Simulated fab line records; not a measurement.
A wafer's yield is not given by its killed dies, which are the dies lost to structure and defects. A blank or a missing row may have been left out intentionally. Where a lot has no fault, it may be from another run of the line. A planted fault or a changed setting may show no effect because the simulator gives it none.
Chamber matching ; flow nand-harc ; ald-hk-02 running NHARC_A_WL_FILL_ALD_00: 4 sister chambers
The step deposits Al2O3, target thk 3 nm, pulse time 3 s, ald cycles 30. 14 wafers are shown with their chamber, then 7 later ones without.

## WAFERS WITH THEIR CHAMBER
wafer;chamber;heater-power-w (W);precursor-pulse-height-rel
L078.1;0;624;1.025
L078.3;2;508;1.018
L078.5;2;490;1.000
L076.1;1;428;0.985
L076.3;3;449;0.973
L076.6;3;445;0.988
L079.1;1;425;0.978
L079.5;2;509;1.000
L079.6;3;439;0.993
L086.2;2;517;1.000
L086.3;0;602;0.981
L086.5;2;514;0.975
L089.1;1;444;1.005
L089.3;0;610;1.044

SIGNATURES, as means of the wafers listed above
reading;chamber 0;chamber 1;chamber 2;chamber 3;scatter within a chamber
heater-power-w;612.00;432.33;507.60;444.33;9.74
precursor-pulse-height-rel;1.01667;0.98933;0.99860;0.98467;0.0191
Rule: for a wafer and a chamber, the distance is found by dividing, reading by reading, the gap between the wafer's reading and the chamber's mean by the reading's scatter, squaring, summing and taking the root. The wafer belongs to the nearest chamber; if the next one is less than 2 further off, it can't be placed. The scatter: take each reading less its chamber's mean, square it, sum over the shown wafers, divide by the number of wafers less the number of chambers, and take the root.

## WAFERS MISSING THEIR CHAMBER
wafer;heater-power-w (W);precursor-pulse-height-rel
L089.4;492;1.037
L091.4;620;1.028
L091.5;607;1.028
L091.6;441;0.965
L092.3;510;0.975
L092.4;435;1.023
L092.6;607;0.986

## WHICH CHAMBER EACH ONE RAN IN
wafer;from the rows above;in truth
L089.4;2;2
L091.4;0;0
L091.5;0;0
L091.6;can't be placed: 3 or 1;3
L092.3;2;2
L092.4;can't be placed: 1 or 3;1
L092.6;0;0
Placed correctly: 5 of 7. From these rows, 2 cannot be placed; in 2 the true chamber is one of the candidates. Wrongly placed: 0.
